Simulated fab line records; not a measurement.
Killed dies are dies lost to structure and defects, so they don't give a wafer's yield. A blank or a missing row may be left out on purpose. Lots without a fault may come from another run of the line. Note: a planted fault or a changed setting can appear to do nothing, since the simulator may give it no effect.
Matching of chambers + flow n5 finfet + rie diel-02 running N5_BEOL_M1_ETCH_64: 4 sister chambers
The step etches SOC in N2/H2, target depth 75 nm, overetch 15 nm, time 112.5 s. 8 wafers are shown with their chamber, then 10 later ones without.

== EACH WAFER AND ITS CHAMBER ==
| wafer  | chamber | showerhead plenum p Torr (Torr) | drypump motor current A (A) |
|--------|---------|---------------------------------|-----------------------------|
| L078.4 | 1       | 2.54                            | 4.8                         |
| L079.2 | 1       | 2.54                            | 4.9                         |
| L081.1 | 3       | 2.70                            | 5.4                         |
| L084.1 | 2       | 2.44                            | 5.8                         |
| L085.3 | 3       | 2.69                            | 5.4                         |
| L085.6 | 0       | 2.45                            | 5.8                         |
| L086.3 | 2       | 2.44                            | 5.9                         |
| L086.5 | 0       | 2.45                            | 5.8                         |

== WAFERS MISSING THEIR CHAMBER ==
| wafer  | showerhead plenum p Torr (Torr) | drypump motor current A (A) |
|--------|---------------------------------|-----------------------------|
| L086.6 | 2.53                            | 4.8                         |
| L087.1 | 2.44                            | 5.9                         |
| L087.2 | 2.53                            | 4.9                         |
| L087.6 | 2.69                            | 5.4                         |
| L090.2 | 2.43                            | 5.9                         |
| L090.3 | 2.69                            | 5.4                         |
| L090.6 | 2.43                            | 5.9                         |
| L093.1 | 2.43                            | 5.9                         |
| L093.3 | 2.44                            | 5.8                         |
| L093.6 | 2.44                            | 5.8                         |

== THE CHAMBER EACH PASSED THROUGH ==
| wafer  | from the rows above     | in truth |
|--------|-------------------------|----------|
| L086.6 | 1                       | 1        |
| L087.1 | 2                       | 2        |
| L087.2 | 1                       | 1        |
| L087.6 | 3                       | 3        |
| L090.2 | 2                       | 2        |
| L090.3 | 3                       | 3        |
| L090.6 | 2                       | 2        |
| L093.1 | 2                       | 2        |
| L093.3 | can't be placed: 2 or 0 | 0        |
| L093.6 | can't be placed: 2 or 0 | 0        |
8 of 10 placed correctly. Not placeable from these rows: 2 (in 2, the candidates include the true chamber). Number placed wrongly: 0.
How it was worked out, from the rows above alone: a wafer's distance from a chamber is the root of the sum, over the readings, of the square of ((its reading less the chamber's mean) divided by the reading's scatter). If the next closest chamber is less than 2 further off than the closest, the wafer can't be placed; otherwise it belongs to the closest. Each chamber's mean is taken over the wafers shown for it. The scatter: the root of (the sum of the squares of (reading less its chamber's mean) over the shown wafers, divided by (wafers less chambers)).
